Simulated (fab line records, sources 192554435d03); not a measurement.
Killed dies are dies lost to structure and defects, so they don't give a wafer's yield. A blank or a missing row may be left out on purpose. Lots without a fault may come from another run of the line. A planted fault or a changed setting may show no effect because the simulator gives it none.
Split-lot experiment	flow n5_finfet	on a route of 1938 steps: 7 lots, 21 wafers read

== ABOUT THE SPLIT ==
At N5_BEOL_M3_EXPOSE_25 (exposes mask V2, defocus 5 nm), the setting dose_mj was moved away from the recipe's 63 on 6 of the 21 wafers read, by -6.9% to +5.3%. For the rest of the wafers, this setting stayed at what the recipe calls for.

== FROM THE SPLIT TO THE READING: what the file shows between them, 2 steps ==
- N5_BEOL_M3_PEB_26: peb time 60 s
- N5_BEOL_M3_DEVELOP_27: develop time 30 s

== THE READING ==
cd_nm, in nm, at N5_BEOL_M3_CD_MEAS_28 (target cd 25.7 nm, target cd y 23.3 nm). A value of 25.68 nm with a standard deviation of 0.22 nm is what fault-free wafers of this fab line usually give.

wafer	tool, chamber at the split	dose_mj as run	against the recipe	cd_nm, nm	against lot-mates on the recipe
L080.1	euv_scanner-02, 0	63	recipe	25.58	-
L080.3	euv_scanner-02, 0	58.68	-6.9%	24.19	-1.32
L080.5	euv_scanner-02, 0	63	recipe	25.45	-
L083.4	euv_scanner-01, 0	63	recipe	25.59	-
L083.5	euv_scanner-01, 0	63	recipe	25.56	-
L083.6	euv_scanner-01, 0	63	recipe	25.69	-
L086.4	euv_scanner-02, 0	59.66	-5.3%	24.58	-1.44
L086.5	euv_scanner-02, 0	59.66	-5.3%	25.02	-1.00
L086.6	euv_scanner-02, 0	63	recipe	26.02	-
L090.2	euv_scanner-02, 0	63	recipe	25.33	-
L090.3	euv_scanner-02, 0	63	recipe	25.51	-
L090.4	euv_scanner-02, 0	63	recipe	25.30	-
L093.1	euv_scanner-01, 0	66.37	+5.3%	26.49	+1.23
L093.2	euv_scanner-01, 0	66.37	+5.3%	26.70	+1.44
L093.5	euv_scanner-01, 0	63	recipe	25.26	-
L096.1	euv_scanner-02, 0	63	recipe	25.92	-
L096.2	euv_scanner-02, 0	63	recipe	25.58	-
L096.3	euv_scanner-02, 0	63	recipe	25.62	-
L097.3	euv_scanner-02, 0	63	recipe	25.60	-
L097.4	euv_scanner-02, 0	63	recipe	25.80	-
L097.5	euv_scanner-02, 0	61.4	-2.5%	25.06	-0.64

THE FIT
A straight line over all 21 wafers: cd_nm changes by +0.181 nm for each +1% of dose_mj; r = +0.93; the points scatter about the line by 0.21 nm.
The same after taking each lot's own level away (the mean of its wafers on the recipe; 21 wafers): +0.228 nm for each +1%; r = +0.98; scatter 0.13 nm.
According to that fit, moving dose_mj by its largest amount changes the reading by 1.6 nm.
Measured against the standard deviation above, the lots' own levels, which go from 25.260 to 26.020 nm, span 3.5 times it.
In other words, the slope is changed by the lot-to-lot level; the two fits disagree.
Check: with one of the wafers moved furthest among these (-6.9%) left out of the fit, the line predicts -1.64 nm for it against its lot-mates. It came out at -1.32 nm against them.

== ADDITIONAL SPLITS CARRIED BY THESE WAFERS ==
Note: prior to the reading, these wafers also went through further splits. Each is held against what the fit with the lots' levels taken away leaves over:
other split on the same wafers	wafers away from the commonest value	r with cd_nm (lot level and that fit taken away)
N5_BEOL_M2_COAT_22 spin_rpm	5	-0.29
N5_BEOL_M2_EXPOSE_25 dose_mj	4	+0.08
N5_BEOL_M3_COAT_05 spin_rpm	8	+0.38

== FILE'S OWN FIT ==
cd_nm changes by +0.22 nm for each +1% of dose_mj, r = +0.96.
